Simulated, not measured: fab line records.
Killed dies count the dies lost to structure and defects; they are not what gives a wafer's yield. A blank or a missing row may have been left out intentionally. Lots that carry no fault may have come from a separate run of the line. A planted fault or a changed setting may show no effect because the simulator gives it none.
What tool caused it? -- flow n5 finfet -- 10 lots with 30 wafers sampled at 5 steps, on a route of 1938 steps

== WHAT THE GAUGES SHOWED, per wafer ==
N5_BEOL_M11_THK_MEAS_01.
lot,measured,on,M11_ILD_THK (nm)
L175,day 11 22:58,film metro-01,270 265 270
L179,day 12 22:09,film metro-02,268 265 272
L182,day 13 04:46,film metro-01,268 272 275
L185,day 14 12:52,film metro-01,263 270 267
L192,day 16 02:46,film metro-01,265 270 271
L189,day 16 06:10,film metro-02,264 269 338
L195,day 16 17:28,film metro-01,265 267 270
L194,day 16 18:42,film metro-01,328 264 269
L196,day 17 03:35,film metro-01,267 269 269
L198,day 17 12:57,film metro-01,262 264 270

== WHAT TOOL EACH LOT RAN ON (gives the tool, then ch and the chambers of the sampled wafers, and finally the start) ==
lot,N5_BEOL_M10_ETCH_41,N5_BEOL_M10_PRE_CLEAN_45,N5_BEOL_M11_ILD_DEP_00,N5_BEOL_M11_CURE_71
L175,"rie diel-04 ch 0,2,3, day 11 20:30 or earlier","pvd sputter-01, day 11 20:30","pecvd-01 ch 0,1,2, day 11 22:22","uv cure-02 ch 2, day 11 22:27"
L179,"rie diel-06 ch 1,3, day 12 19:00 or earlier","pvd sputter-01, day 12 19:00","pecvd-01 ch 0,2, day 12 21:34","uv cure-02 ch 2, day 12 21:38"
L182,"rie diel-04 ch 0,1,3, day 12 23:49 or earlier","pvd sputter-03, day 12 23:49","pecvd-01 ch 0,2, day 13 03:41","uv cure-01 ch 2, day 13 03:46"
L185,"rie diel-03 ch 2,3, day 14 09:55 or earlier","pvd sputter-01, day 14 09:55","pecvd-01 ch 0,1, day 14 12:14","uv cure-01 ch 0, day 14 12:30"
L192,"rie diel-03 ch 1,2, day 16 00:27 or earlier","pvd sputter-03, day 16 00:27","pecvd-03 ch 0,2, day 16 02:10","uv cure-02 ch 0, day 16 02:15"
L189,"rie diel-06 ch 0,1,2, day 16 02:10 or earlier","pvd sputter-01, day 16 02:10","pecvd-01 ch 0,1,2, day 16 05:34","uv cure-02 ch 1, day 16 05:49"
L195,"rie diel-04 ch 2,3, day 16 14:28 or earlier","pvd sputter-02, day 16 14:28","pecvd-03 ch 1,2, day 16 16:53","uv cure-02 ch 0, day 16 17:07"
L194,"rie diel-04 ch 0,1, day 16 15:33 or earlier","pvd sputter-01, day 16 15:33","pecvd-01 ch 0,1,2, day 16 18:06","uv cure-02 ch 2, day 16 18:11"
L196,"rie diel-04 ch 0,1,2, day 17 00:18 or earlier","pvd sputter-02, day 17 00:18","pecvd-03 ch 0,2, day 17 02:58","uv cure-02 ch 0, day 17 03:08"
L198,"rie diel-03 ch 0,1,2, day 17 10:28 or earlier","pvd sputter-03, day 17 10:28","pecvd-02 ch 0,1,2, day 17 12:21","uv cure-03 ch 2, day 17 12:26"
- N5_BEOL_M10_ETCH_41: etches SiCN in CH3F/O2, target depth 42.6 nm, time 86 s.
- N5_BEOL_M10_PRE_CLEAN_45: time 30 s.
- N5_BEOL_M11_ILD_DEP_00: deposits SiCOH lowk from DEMS/porogen, target thk 308.51 nm, time 58 s.
- N5_BEOL_M11_CURE_71: cures SiCOH lowk, time 240 s.

== WHAT THE TOOLS THEMSELVES READ (means of the sampled wafers that have a number; where no wafer has one, the mark that the record gives instead) ==
N5_BEOL_M10_ETCH_41.
lot,tool,CH3F_flow_sccm (sccm),drypump motor current A (A),oes product au (a.u.),rf vpp V (V),showerhead plenum p Torr (Torr),throttle valve pct (%)
L175,rie diel-04,30.00,5.8,0.71,296.4,1.97,16.54
L179,rie diel-06,29.95,5.6,0.86,299.7,2.12,16.34
L182,rie diel-04,29.98,5.5,0.72,295.7,1.94,16.30
L185,rie diel-03,30.01,5.7,0.77,296.0,1.92,16.31
L192,rie diel-03,30.06,5.8,0.75,296.4,1.94,16.38
L189,rie diel-06,30.01,5.5,0.84,298.6,2.05,16.23
L195,rie diel-04,30.02,6.1,0.92,296.3,1.98,16.11
L194,rie diel-04,30.07,5.2,0.73,295.6,1.91,16.40
L196,rie diel-04,29.93,5.8,0.78,296.3,1.93,16.37
L198,rie diel-03,29.99,5.7,0.73,297.3,2.00,16.40

N5_BEOL_M10_PRE_CLEAN_45.
lot,tool,heater power w (W)
L175,pvd sputter-01,331
L179,pvd sputter-01,334
L182,pvd sputter-03,335
L185,pvd sputter-01,333
L192,pvd sputter-03,335
L189,pvd sputter-01,341
L195,pvd sputter-02,343
L194,pvd sputter-01,330
L196,pvd sputter-02,351
L198,pvd sputter-03,338

N5_BEOL_M11_ILD_DEP_00.
lot,tool,heater power w (W),run length s (s),showerhead plenum p Torr (Torr),throttle valve pct (%)
L175,pecvd-01,318,101.3,5.752,13.4
L179,pecvd-01,403,100.6,5.732,13.1
L182,pecvd-01,432,101.0,5.741,13.3
L185,pecvd-01,286,101.1,5.756,13.6
L192,pecvd-03,389,101.2,5.744,15.6
L189,pecvd-01,341,105.7,5.747,13.4
L195,pecvd-03,412,100.4,5.764,13.1
L194,pecvd-01,355,105.8,5.760,13.6
L196,pecvd-03,365,100.8,5.754,14.1
L198,pecvd-02,382,100.9,5.730,13.9

N5_BEOL_M11_CURE_71.
lot,tool,lamp power pct (%),wafer_temp_C_max
L175,uv cure-02,52.30,386.6
L179,uv cure-02,52.31,386.5
L182,uv cure-01,52.35,386.1
L185,uv cure-01,52.32,386.0
L192,uv cure-02,52.37,387.3
L189,uv cure-02,52.34,387.4
L195,uv cure-02,52.34,387.2
L194,uv cure-02,52.35,386.6
L196,uv cure-02,52.27,387.2
L198,uv cure-03,52.31,387.7

== THE ANSWER, worked out from the rows above alone ==
Rule: what is usual is taken from the lots themselves. Put in order of their means at a reading, lots are off if they are a third of the lots or fewer, leave a main group of 4 or more, and stand apart from it by a gap of 3 or more times the standard deviation of the main group's means; of several such gaps the widest counts. A main group whose means are all the same, to the digits that the tables above print for the reading, isn't used. Also off: a lot with no number at a reading for which 4 or more lots have one. All remaining lots with rows at the step are treated as sound. Order of review: gauges by route order, followed by the tools' own readings, for which a lot's mean as printed above is used. The first step at which some lot is off is used, and at that step the reading that is off furthest; a lot without a number counts as furthest.
Off: L189, L194, at N5_BEOL_M11_THK_MEAS_01 (M11_ILD_THK). The main group has a mean of 268 nm with a standard deviation of 1.7.
If a tool, at a process step before that reading, ran all the lots that are off and no sound lot after the first of them, it fits. Not tried: the gauges at N5_BEOL_M11_THK_MEAS_01; whatever is off there is also off at N5_BEOL_M11_ILD_DEP_00, on other tools, and gauge error can't account for it. Because N5_BEOL_M10_ETCH_41 lacks a start for some lots, the hours and order of its lots are taken from N5_BEOL_M10_PRE_CLEAN_45. Undecided on this evidence; 2 tools fit (pvd sputter-01 at N5_BEOL_M10_PRE_CLEAN_45, pecvd-01 at N5_BEOL_M11_ILD_DEP_00).

== WHAT HAD BEEN PUT IN BY THE SIMULATOR ==
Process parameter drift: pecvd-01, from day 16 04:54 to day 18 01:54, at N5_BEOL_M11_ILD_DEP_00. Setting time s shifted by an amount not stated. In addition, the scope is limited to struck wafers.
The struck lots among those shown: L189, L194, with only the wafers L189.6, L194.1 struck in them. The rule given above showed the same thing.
